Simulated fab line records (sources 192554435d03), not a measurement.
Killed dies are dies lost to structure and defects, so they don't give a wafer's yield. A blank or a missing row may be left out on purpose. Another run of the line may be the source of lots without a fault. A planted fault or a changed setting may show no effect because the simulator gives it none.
The tool behind it: which one? || flow n5_finfet || 12 lots, 36 wafers sampled, at 2 steps of a route of 1938

## WHAT THE GAUGES READ, wafer by wafer
N5_BEOL_M4_CD_MEAS_35: target cd 18 nm, target cd y 22.4 nm.
{"lot": "L075", "measured": "day 8 00:14", "on": "cd_sem-03", "cd_nm (nm)": "18.0 17.9 18.0"}
{"lot": "L077", "measured": "day 8 15:31", "on": "cd_sem-02", "cd_nm (nm)": "17.8 18.2 17.9"}
{"lot": "L080", "measured": "day 9 04:13", "on": "cd_sem-02", "cd_nm (nm)": "17.8 18.5 18.3"}
{"lot": "L079", "measured": "day 9 15:35", "on": "cd_sem-01", "cd_nm (nm)": "18.0 18.2 17.9"}
{"lot": "L082", "measured": "day 10 08:44", "on": "cd_sem-02", "cd_nm (nm)": "17.7 18.5 18.1"}
{"lot": "L085", "measured": "day 10 18:08", "on": "cd_sem-03", "cd_nm (nm)": "17.8 17.1 17.6"}
{"lot": "L087", "measured": "day 11 08:04", "on": "cd_sem-01", "cd_nm (nm)": "17.6 18.1 18.2"}
{"lot": "L089", "measured": "day 11 13:31", "on": "cd_sem-02", "cd_nm (nm)": "17.4 18.2 18.1"}
{"lot": "L091", "measured": "day 12 01:56", "on": "cd_sem-01", "cd_nm (nm)": "17.9 18.0 18.1"}
{"lot": "L093", "measured": "day 12 22:41", "on": "cd_sem-03", "cd_nm (nm)": "18.3 18.0 18.6"}
{"lot": "L095", "measured": "day 13 09:10", "on": "cd_sem-01", "cd_nm (nm)": "18.2 18.5 17.1"}
{"lot": "L097", "measured": "day 14 04:24", "on": "cd_sem-01", "cd_nm (nm)": "17.7 17.3 18.1"}

## TOOL THAT RAN EACH LOT (tool first, then ch and the chambers of the sampled wafers, then the start)
{"lot": "L075", "N5_BEOL_M4_VIA_ETCH_34": "rie_diel-05 ch 0,2, day 7 23:50"}
{"lot": "L077", "N5_BEOL_M4_VIA_ETCH_34": "rie_diel-02 ch 0,3, day 8 15:07"}
{"lot": "L080", "N5_BEOL_M4_VIA_ETCH_34": "rie_diel-02 ch 0,1, day 9 03:48"}
{"lot": "L079", "N5_BEOL_M4_VIA_ETCH_34": "rie_diel-05 ch 0,1,2, day 9 15:10"}
{"lot": "L082", "N5_BEOL_M4_VIA_ETCH_34": "rie_diel-03 ch 1,2,3, day 10 08:20"}
{"lot": "L085", "N5_BEOL_M4_VIA_ETCH_34": "rie_diel-03 ch 1,3, day 10 17:43"}
{"lot": "L087", "N5_BEOL_M4_VIA_ETCH_34": "rie_diel-03 ch 0,1,3, day 11 07:39"}
{"lot": "L089", "N5_BEOL_M4_VIA_ETCH_34": "rie_diel-03 ch 0,1,3, day 11 13:07"}
{"lot": "L091", "N5_BEOL_M4_VIA_ETCH_34": "rie_diel-02 ch 1,2,3, day 12 01:32"}
{"lot": "L093", "N5_BEOL_M4_VIA_ETCH_34": "rie_diel-05 ch 2,3, day 12 22:17"}
{"lot": "L095", "N5_BEOL_M4_VIA_ETCH_34": "rie_diel-02 ch 0,1,2, day 13 08:46"}
{"lot": "L097", "N5_BEOL_M4_VIA_ETCH_34": "rie_diel-05 ch 1,2, day 14 04:00"}
- N5_BEOL_M4_VIA_ETCH_34: etches the open film in C4F6/O2, target depth 69.4 nm, time 65.9 s.

## THE ANSWER, worked out from the rows above alone
Rule: usual is defined by the lots themselves. The widest of any qualifying gaps counts: lots, ordered by their means at a reading, are off when they make up no more than a third of the lots, leave a main group of 4 or more, and stand apart from it by 3 or more times the standard deviation of that group's means. A main group is skipped when, at the precision printed for the reading in the tables above, its means are all equal. A lot without any number at a reading at which 4 lots or more have one is off too. Where the step has rows for the other lots, those lots are counted as sound.
No lot is off on any of the readings shown, so nothing can be concluded from this.

## WHAT THE SIMULATOR HAD PUT IN
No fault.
